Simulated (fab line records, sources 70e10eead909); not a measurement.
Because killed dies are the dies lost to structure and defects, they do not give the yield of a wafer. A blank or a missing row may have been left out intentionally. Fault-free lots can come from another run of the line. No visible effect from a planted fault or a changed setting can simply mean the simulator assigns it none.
Matching of chambers | flow nand_harc | NHARC_A_CONTACT_ETCH_88 on rie_diel-11: 4 sister chambers
The step etches the open film in CF4, target depth 39 nm, time 65 s. 4 wafers are shown with their chamber, then 11 later ones without.

## WAFERS WITH THEIR CHAMBER
wafer  | chamber | drypump_motor_current_A (A)
L082.1 | 2       | 5.4
L084.4 | 3       | 5.6
L084.5 | 0       | 5.1
L090.1 | 1       | 5.7

## WAFERS WHOSE CHAMBER IS MISSING
wafer  | drypump_motor_current_A (A)
L090.2 | 5.5
L090.5 | 5.1
L089.1 | 5.7
L089.4 | 5.6
L089.5 | 5.1
L088.2 | 5.1
L088.4 | 5.4
L088.5 | 5.4
L094.2 | 5.1
L094.3 | 5.6
L094.4 | 5.7

## WHICH CHAMBER EACH WENT THROUGH
wafer  | from the rows above     | in truth
L090.2 | can't be placed: 2 or 3 | 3
L090.5 | 0                       | 0
L089.1 | 1                       | 1
L089.4 | 3                       | 3
L089.5 | 0                       | 0
L088.2 | 0                       | 0
L088.4 | 2                       | 2
L088.5 | 2                       | 2
L094.2 | 0                       | 0
L094.3 | 3                       | 3
L094.4 | 1                       | 1
Correctly placed: 10 of 11. These rows do not allow placing 1 (true chamber among the candidates in 1). Number placed wrongly: 0.
How it was worked out, from the rows above alone: a wafer's distance from a chamber is the root of the sum, over the readings, of the square of ((its reading less the chamber's mean) divided by the reading's scatter). If the next closest chamber is less than 2 further off than the closest, the wafer can't be placed; otherwise it belongs to the closest. Each chamber's mean is taken over the wafers shown for it. The scatter: root of mean squared gap, hidden wafer to nearest shown wafer, with one shown wafer a chamber.
